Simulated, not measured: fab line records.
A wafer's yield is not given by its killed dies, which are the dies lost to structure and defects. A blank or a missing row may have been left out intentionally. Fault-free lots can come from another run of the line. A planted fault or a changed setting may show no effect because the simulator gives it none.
fab line records	flow nandHarc
record lots=12	wafers=36	lastDay=24
route steps=1159 shown A_STAIRCASE@691 END@1159
lots untouched by any fault: they come from a run of this same line in which no faults occurred
startH: start of the lot's first displayed wafer, in hours after the record's first day	waitH: how many hours have passed since the lot's step before this one	" repeats the value in the row above	L1.1+2: a row that stands for several wafers	- no value, or no start was given	* or withheld: withheld	< > ~ a bound
route shown NAME@n: NAME is a module with steps in the file, n the number in the route of the first one	usual: the fault-free wafers' mean and standard deviation	same: alike in all rows	chamber/n: place in a boat	sites: the reading at each site	_std_site: the standard deviation of these	_edge_site: outer sites' mean less inner sites'	radiusMm: how far each site lies from the wafer's centre	mask NAME#n: copy n	behind: tool/chamber where the wafer was last shaped	hold: what put the lot on hold/how long, in hours/how the hold closed	device: whichever transistor did not switch (one of n, p or np)	end of line: tests of these same wafers at the route's end	a step with no rows: only its recipe	killed: not the wafer's yield, but the dies lost to structure and defects at the first sort	map: a wafer's dies, x killed, . not, _ none there
set.NAME: setting as actually run; set.NAME@STEP: the setting as run at that earlier step	model.NAME: the simulator's own value behind a step, which no gauge read
a sample of lots followed through the steps of the route, with each step as a table and each wafer as a row
services: when a tool's chamber went out of use (startH, in hours from the record's first day, below 0 if earlier), for how many hours, and the reason
## steps
# step NHARC_A_STAIRCASE_ETCH_453
# recipe targetDepthA=300	overetchA=30	timeS=16.5	ionEnergyEv=100	cf4FlowSccm=80	o2FlowSccm=20	arFlowSccm=0	rfW=300	biasW=100	chemistry=CF4/O2
# usual drypumpMotorCurrentA=5.7/0.47	oesProductAu=0.999/0.0074	rfVppV=197.8/1.5	showerheadPlenumPTorr=1.34/0.061	throttleValvePct=13.396/0.0084
lot.wafer	tool	chamber	startH	waitH	drypumpMotorCurrentA	oesProductAu	rfHoursCounterH	rfVppV	showerheadPlenumPTorr	throttleValvePct
L146.3	rieDiel-11	1	-	-	6.2	0.999	21	198.9	1.39	13.403
L146.2	"	2	"	"	5.8	0.983	23	198.0	1.33	13.410
L146.1	"	3	"	"	6.4	0.986	24	196.0	1.25	13.403
L148.3	rieDiel-09	0	-	-	5.0	0.991	2	197.9	1.34	13.397
L148.5	"	2	"	"	4.9	0.997	-	198.3	1.32	13.385
L148.6	"	3	"	"	5.5	0.984	-	200.3	1.45	13.397
L149.2	rieDiel-11	0	-	-	6.0	0.991	27	198.3	1.37	13.384
L149.6	"	0	"	"	6.0	0.996	-	198.4	1.37	13.394
L149.5	"	1	"	"	6.1	1.002	-	198.3	1.39	13.398
L151.3	rieDiel-11	1	-	-	6.2	1.009	29	199.6	1.39	13.398
L151.4	"	2	"	"	5.8	0.996	31	197.6	1.33	13.400
L151.2	"	3	"	"	6.5	1.009	31	196.3	1.25	13.386
L153.4	rieDiel-08	1	-	-	5.6	1.006	62	196.8	1.25	13.395
L153.1	"	3	"	"	5.5	1.010	58	197.6	1.29	13.398
L153.2	"	0	"	"	6.2	1.006	58	198.9	1.38	13.398
L157.3	rieDiel-11	1	-	-	6.2	1.002	48	198.2	1.38	13.397
L157.1	"	2	"	"	5.8	0.996	50	198.0	1.32	13.392
L157.6	"	0	"	"	6.0	0.999	-	199.2	1.36	13.384
L159.1	rieDiel-09	1	-	-	4.8	0.988	28	197.5	1.31	13.399
L159.2	"	3	"	"	5.5	0.994	30	199.8	1.44	13.384
L159.4	"	1	"	"	4.8	1.008	-	196.9	1.31	13.411
L160.2	rieDiel-11	3	-	-	6.5	1.013	51	194.1	1.25	13.385
L160.4	"	0	"	"	6.0	0.997	52	198.3	1.36	13.393
L160.5	"	1	"	"	6.2	1.009	-	200.3	1.38	13.399
L158.3	rieDiel-09	0	-	-	5.1	0.998	30	198.8	1.33	13.386
L158.6	"	3	"	"	5.5	1.001	-	199.8	1.44	13.387
L158.4	"	0	"	"	5.1	0.999	-	198.3	1.33	13.417
L161.2	rieDiel-08	3	-	-	5.5	1.004	13	196.0	1.29	13.401
L161.4	"	2	"	"	5.3	0.997	-	200.1	1.43	13.389
L161.3	"	3	"	"	5.5	0.998	-	195.4	1.29	13.392
L162.3	rieDiel-11	2	-	-	5.8	0.981	54	198.2	1.32	13.403
L162.5	"	1	"	"	6.2	1.008	-	199.3	1.38	13.396
L162.6	"	2	"	"	5.9	1.001	-	196.2	1.32	13.400
L169.1	rieDiel-11	2	-	-	5.8	1.001	5	198.7	1.32	13.397
L169.3	"	3	"	"	6.5	1.009	4	196.8	1.24	13.395
L169.4	"	1	"	"	6.2	1.012	5	199.3	1.38	13.403
# step NHARC_A_STAIRCASE_STRIP_316
# recipe o2FlowSccm=500	arFlowSccm=0	biasW=0	chemistry=O2
# usual drypumpMotorCurrentA=5.8/0.48	oesProductAu=1.001/0.0076	rfVppV=57.8/1	showerheadPlenumPTorr=3.55/0.15	throttleValvePct=17.036/0.0099
lot.wafer	tool	chamber	startH	waitH	drypumpMotorCurrentA	oesProductAu	rfHoursCounterH	rfVppV	showerheadPlenumPTorr	throttleValvePct
L146.1	rieDiel-11	2	-	-	5.9	0.994	23	59.5	3.52	17.037
L146.2	"	3	"	"	6.5	1.005	25	56.3	3.32	17.050
L146.3	"	0	"	"	6.0	1.006	26	56.5	3.61	17.035
L148.3	rieDiel-09	3	-	-	5.5	0.999	3	57.7	3.81	17.025
L148.6	"	2	"	"	4.9	0.991	-	56.5	3.50	17.040
L148.5	"	3	"	"	5.5	0.989	-	59.2	3.81	17.036
L149.2	rieDiel-11	3	-	-	6.5	1.001	27	56.9	3.32	17.033
L149.5	"	1	"	"	6.2	1.008	-	58.8	3.66	17.027
L149.6	"	2	"	"	5.9	0.993	-	56.8	3.51	17.019
L151.4	rieDiel-11	3	-	-	6.5	1.005	32	57.3	3.32	17.037
L151.2	"	0	"	"	6.0	0.997	33	57.2	3.61	17.040
L151.3	"	1	"	"	6.2	1.019	30	58.5	3.66	17.046
L153.1	rieDiel-08	0	-	-	6.2	1.005	58	58.5	3.65	17.031
L153.4	"	2	"	"	5.4	0.997	62	59.9	3.77	17.026
L153.2	"	3	"	"	5.5	1.003	59	55.9	3.41	17.030
L157.3	rieDiel-11	1	-	-	6.2	1.002	48	57.7	3.65	17.043
L157.1	"	2	"	"	5.8	0.998	50	57.6	3.50	17.039
L157.6	"	1	"	"	6.2	1.013	-	57.6	3.65	17.033
L159.1	rieDiel-09	0	-	-	5.0	1.009	27	58.6	3.52	17.034
L159.2	"	1	"	"	4.9	1.013	29	56.8	3.48	17.051
L159.4	"	1	"	"	4.9	1.009	-	58.3	3.48	17.035
L160.4	rieDiel-11	1	-	-	6.2	1.011	49	57.7	3.65	17.029
L160.2	"	3	"	"	6.5	1.012	51	56.7	3.31	17.033
L160.5	"	0	"	"	6.0	1.003	-	57.7	3.60	17.027
L158.3	rieDiel-09	0	-	-	5.1	0.995	30	57.1	3.51	17.027
L158.4	"	0	"	"	5.0	1.004	-	58.3	3.51	17.038
L158.6	"	3	"	"	5.5	0.988	-	57.9	3.79	17.053
L161.2	rieDiel-08	2	-	-	5.4	0.994	-	57.9	3.76	17.043
L161.3	"	2	"	"	5.3	0.992	-	59.3	3.76	17.025
L161.4	"	2	"	"	5.3	0.990	-	56.5	3.76	17.046
L162.3	rieDiel-11	1	-	-	6.2	1.011	52	57.5	3.64	17.043
L162.5	"	1	"	"	6.2	1.004	-	56.8	3.64	17.051
L162.6	"	2	"	"	5.8	0.998	-	59.2	3.50	17.035
L169.1	rieDiel-11	1	-	-	6.1	1.024	6	58.8	3.64	17.047
L169.3	"	2	"	"	5.8	0.996	5	57.3	3.49	17.041
L169.4	"	3	"	"	6.5	1.004	5	55.1	3.30	17.040
# step NHARC_A_STAIRCASE_ALD_415
# recipe targetThkA=300	pulseTimeS=6	aldCycles=300	tempC=300	material=SiO2
# usual aldCycles=300/0	heaterPowerW=467/30	precursorPulseHeightRel=1.002/0.02
lot.wafer	tool	chamber	startH	waitH	aldCycles	heaterPowerW	precursorPulseHeightRel
L146.3	aldHk-01	0	264.31	0.3	300	440	1.017
L146.2	"	1	"	"	300	448	1.039
L146.1	"	2	"	"	300	445	0.971
L148.3	aldHk-03	0	272.04	0.1	300	414	0.991
L148.5	"	0	"	"	300	417	1.009
L148.6	"	1	"	"	300	445	0.996
L149.2	aldHk-02	3	275.05	0.3	300	525	0.961
L149.6	"	2	"	"	300	502	1.007
L149.5	"	3	"	"	300	540	0.997
L151.2	aldHk-01	3	289.93	0.1	300	470	1.026
L151.4	"	1	"	"	300	459	1.001
L151.3	"	2	"	"	300	457	1.027
L153.2	aldHk-01	2	298.66	1.3	300	457	0.968
L153.4	"	3	"	"	300	463	1.007
L153.1	"	0	"	"	300	454	1.022
L157.1	aldHk-01	3	336.95	0.3	300	481	1.037
L157.3	"	0	"	"	300	464	1.002
L157.6	"	3	"	"	300	460	0.983
L159.1	aldHk-01	1	338.10	1.1	300	463	1.004
L159.2	"	3	"	"	300	488	1.014
L159.4	"	0	"	"	560	459	0.994
L160.4	aldHk-01	3	341.05	0.3	560	468	1.021
L160.2	"	1	"	"	300	466	1.006
L160.5	"	2	"	"	560	464	1.024
L158.4	aldHk-03	0	342.27	0.1	300	436	0.973
L158.3	"	3	"	"	300	521	0.993
L158.6	"	1	"	"	300	450	0.987
L161.3	aldHk-03	0	345.74	0.4	300	442	1.044
L161.2	"	2	"	"	300	491	1.011
L161.4	"	3	"	"	300	515	0.994
L162.3	aldHk-01	2	348.53	0.9	300	465	1.010
L162.5	"	3	"	"	560	458	0.999
L162.6	"	0	"	"	300	450	0.965
L169.3	aldHk-03	3	390.38	0.1	300	509	1.000
L169.1	"	0	"	"	300	430	1.010
L169.4	"	2	"	"	300	497	0.987
# step NHARC_A_STAIRCASE_STRIP_476
# recipe timeS=20	o2FlowSccm=500	arFlowSccm=0	biasW=0	chemistry=O2
# usual drypumpMotorCurrentA=5.6/0.5	oesProductAu=1.000/0.0071	rfVppV=57.8/0.86	showerheadPlenumPTorr=3.55/0.16	throttleValvePct=17.037/0.0093
lot.wafer	tool	chamber	startH	waitH	drypumpMotorCurrentA	oesProductAu	rfHoursCounterH	rfVppV	showerheadPlenumPTorr	throttleValvePct
L146.1	rieDiel-11	3	266.29	0.1	6.5	0.990	25	56.1	3.32	17.026
L146.3	"	1	"	"	6.2	1.002	21	56.6	3.66	17.049
L146.2	"	2	"	"	5.9	0.993	23	58.0	3.52	17.044
L148.3	rieDiel-09	0	274.21	0.1	5.1	1.005	4	58.4	3.53	17.032
L148.6	"	2	"	"	4.9	0.989	-	58.0	3.50	17.045
L148.5	"	3	"	"	5.5	0.991	-	58.1	3.81	17.044
L149.2	rieDiel-09	2	276.98	0.1	4.9	1.006	6	57.7	3.50	17.040
L149.5	"	1	"	"	4.9	0.996	-	57.2	3.49	17.043
L149.6	"	2	"	"	4.9	0.998	-	57.4	3.50	17.035
L151.2	rieDiel-11	2	293.44	0.1	5.9	1.001	33	57.8	3.51	17.037
L151.3	"	3	"	"	6.5	1.003	33	57.1	3.32	17.022
L151.4	"	0	"	"	6.0	0.999	35	57.9	3.61	17.035
L153.2	rieDiel-08	2	301.74	0.1	5.4	0.994	64	59.3	3.77	17.019
L153.4	"	3	"	"	5.5	1.010	60	58.2	3.41	17.036
L153.1	"	0	"	"	6.2	1.002	60	58.0	3.65	17.035
L157.1	rieDiel-08	0	338.88	0.1	6.2	1.003	11	58.2	3.65	17.039
L157.3	"	3	"	"	5.5	1.007	11	57.7	3.40	17.042
L157.6	"	0	"	"	6.2	0.998	-	58.0	3.65	17.036
L159.2	rieDiel-11	1	340.28	0.1	6.2	1.008	49	57.8	3.64	17.050
L159.4	"	3	"	"	6.5	1.008	51	57.7	3.31	17.035
L159.1	"	0	"	"	6.0	1.007	52	59.2	3.60	17.037
L160.2	rieDiel-09	1	343.01	0.1	4.9	1.003	31	57.8	3.47	17.046
L160.4	"	0	"	"	5.0	0.988	-	58.5	3.51	17.041
L160.5	"	1	"	"	4.9	1.000	-	57.7	3.47	17.034
L158.4	rieDiel-11	1	344.50	0.1	6.2	1.010	51	59.1	3.64	17.041
L158.3	"	2	"	"	5.8	0.993	53	57.9	3.50	17.041
L158.6	"	1	"	"	6.2	1.007	-	58.1	3.64	17.032
L161.3	rieDiel-09	1	347.94	0.1	4.9	0.986	33	58.1	3.47	17.058
L161.2	"	0	"	"	5.1	0.991	32	59.3	3.51	17.056
L161.4	"	3	"	"	5.5	0.984	-	57.6	3.79	17.030
L162.3	rieDiel-08	2	350.09	0.1	5.3	0.993	-	57.2	3.76	17.027
L162.6	"	2	"	"	5.4	0.989	-	58.4	3.76	17.033
L162.5	"	0	"	"	6.2	1.002	-	58.6	3.64	17.020
L169.3	rieDiel-09	3	392.57	0.1	5.6	0.992	51	59.4	3.78	17.030
L169.1	"	1	"	"	4.9	0.995	52	57.5	3.46	17.025
L169.4	"	2	"	"	4.9	1.004	38	58.1	3.48	17.035
# step NHARC_END_SORT_01
# recipe tempC=25
# usual killedAtArray=27/10	killedAtOther=0.6/1	killedAtPeriphery=3.4/2.7	killedDies=31/9.7	killedOpen=3.4/1.7	killedShort=2.2/1.5
# same grossDies=677
lot.wafer	tool	chamber	startH	waitH	killedAtArray	killedAtOther	killedAtPeriphery	killedDies	killedOpen	killedShort
L159.1	prober-02	0	502.81	2.5	13	0	0	13	1	0
L159.2	prober-02	0	503.62	2.8	16	0	0	16	3	2
L159.4	prober-02	0	505.23	3.4	671	0	6	677	3	3
L160.2	prober-02	0	527.06	2.8	30	1	2	33	4	1
L160.4	prober-02	0	528.66	3.4	675	0	2	677	2	1
L160.5	prober-02	0	529.45	3.7	676	0	1	677	7	3
L162.3	prober-02	0	542.27	3.1	30	0	1	31	2	2
L162.5	prober-02	0	543.88	3.7	673	2	2	677	2	2
L162.6	prober-02	0	544.68	4.0	32	1	1	34	6	2
# killed by level:class
L159.1 A_CHANNEL_HOLE_D1:chamberFilmFlake=4 A_SLIT:chamberFilmFlake=4 A_STAIRCASE:chamberFilmFlake=2 A_CONTACT:chamberFilmFlake=2 A_ONON_D1:geometricParticle:open=1
L159.2 A_CONTACT:chamberFilmFlake=5 A_STAIRCASE:chamberFilmFlake=3 A_WL_FILL:geometricParticle:short=2 A_CONTACT:geometricParticle:open=2 A_ONON_D1:geometricParticle:open=1 A_ZERO_WELL:chamberFilmFlake=1 A_CHANNEL_HOLE_D1:chamberFilmFlake=1 A_SLIT:chamberFilmFlake=1
L159.4 A_STAIRCASE:areaAld=654 A_CONTACT:chamberFilmFlake=5 A_CHANNEL_FILL_D1:geometricParticle:short=3 A_CHANNEL_HOLE_D1:chamberFilmFlake=3 A_STAIRCASE:chamberFilmFlake=3 A_SLIT:chamberFilmFlake=3 P_GATE:geometricParticle:open=1 P_M0:geometricParticle:open=1
L160.2 A_SLIT:chamberFilmFlake=10 A_STAIRCASE:chamberFilmFlake=10 A_CHANNEL_HOLE_D1:chamberFilmFlake=5 A_CONTACT:geometricParticle:open=3 P_CONTACT:geometricParticle:open=1 A_ONON_D1:geometricParticle:short=1 P_ZERO_WELL:chamberFilmFlake=1 A_CONTACT:chamberFilmFlake=1
L160.4 A_STAIRCASE:areaAld=654 A_SLIT:chamberFilmFlake=8 A_CHANNEL_HOLE_D1:chamberFilmFlake=4 A_STAIRCASE:chamberFilmFlake=3 A_CONTACT:chamberFilmFlake=3 P_CONTACT:geometricParticle:open=1 A_CHANNEL_FILL_D1:geometricParticle:open=1 A_WL_FILL:geometricParticle:short=1
L160.5 A_STAIRCASE:areaAld=638 A_SLIT:chamberFilmFlake=13 A_CHANNEL_HOLE_D1:chamberFilmFlake=6 A_STAIRCASE:chamberFilmFlake=4 A_CONTACT:geometricParticle:open=3 A_WL_FILL:chamberFilmFlake=3 A_CONTACT:chamberFilmFlake=3 A_CHANNEL_FILL_D1:geometricParticle:short=2
L162.3 A_CHANNEL_HOLE_D1:chamberFilmFlake=22 A_CONTACT:chamberFilmFlake=2 A_M1:chamberFilmFlake=2 P_CONTACT:geometricParticle:short=1 A_SGD_CUT:geometricParticle:open=1 A_WL_FILL:geometricParticle:short=1 A_BLC:geometricParticle:open=1 A_STAIRCASE:chamberFilmFlake=1
L162.5 A_STAIRCASE:areaAld=648 A_CHANNEL_HOLE_D1:chamberFilmFlake=16 A_ZERO_WELL:chamberFilmFlake=2 A_CONTACT:chamberFilmFlake=2 A_M1:chamberFilmFlake=2 THIN_TSV:chamberFilmFlake=2 P_GATE:geometricParticle:short=1 P_GATE:geometricParticle:open=1
L162.6 A_CHANNEL_HOLE_D1:chamberFilmFlake=14 A_CONTACT:chamberFilmFlake=4 A_M1:chamberFilmFlake=4 A_ONON_D1:geometricParticle:short=2 A_CONTACT:geometricParticle:open=2 A_STAIRCASE:chamberFilmFlake=2 P_M0:geometricParticle:open=1 A_ONON_D1:geometricParticle:open=1
## services
tool	chamber	startH	hours	kind
rieDiel-11	0	247.58	-	clean
rieDiel-11	1	247.58	-	clean
rieDiel-11	2	247.58	-	clean
rieDiel-11	3	247.58	-	clean
rieDiel-09	-	254.10	9.0	pm
rieDiel-11	0	272.08	-	clean
rieDiel-11	1	272.08	-	clean
rieDiel-11	2	272.08	-	clean
rieDiel-11	3	272.08	-	clean
aldHk-02	-	280.00	10.0	pm
rieDiel-11	0	296.74	-	clean
rieDiel-11	1	296.74	-	clean
rieDiel-11	2	296.74	-	clean
rieDiel-11	3	296.74	-	clean
rieDiel-08	-	302.28	9.0	pm
rieDiel-11	0	321.36	-	clean
rieDiel-11	1	321.36	-	clean
rieDiel-11	2	321.36	-	clean
rieDiel-11	3	321.36	-	clean
aldHk-03	-	324.24	10.0	pm
rieDiel-08	0	341.33	3.9	repair
rieDiel-08	1	343.02	7.6	repair
rieDiel-08	3	343.92	6.9	repair
rieDiel-11	-	366.51	9.0	pm
## key
firstSign step=NHARC_A_STAIRCASE_ALD_415	reading=aldCycles	direction=up	sigmas=99+	usual=300	struck=560
effect step=NHARC_END_SORT_01	reading=killedDies	direction=up	sigmas=67	usual=31	struck=677
moreKillsBornAt NHARC_A_STAIRCASE_ALD_415@aldHk-01=2594
metAt NHARC_A_STAIRCASE_ALD_415
struckLots L159,L160,L162
struckWafers L159.4,L160.4,L160.5,L162.5
laterRowsLeftOut L159.4,L160.4,L160.5,L162.5
testerLeftOut L159,L160,L162
notActingAt NHARC_A_STAIRCASE_ETCH_453,NHARC_A_STAIRCASE_STRIP_316,NHARC_A_STAIRCASE_STRIP_476
fault kind=processParameterDrift	tool=aldHk-01	chamber=-	onsetH=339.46	steps=NHARC_A_STAIRCASE_ALD_415	channel=aldCycles	offset=260	shape=step	endH=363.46	scope=struckWafersOnly	actsIn=theseRecipesOnly	stated=300
# testerLeftOut: of these lots the tester's yield and bins aren't shown, on N5 and GAA mostly nor the transistor test; their killed dies are dies lost to structure and defects alone, not to doping, threshold or leakage, so they don't give the yield
# laterRowsLeftOut: the simulator's readings of these wafers behind a module that went badly wrong aren't trusted and aren't shown, but for the sort
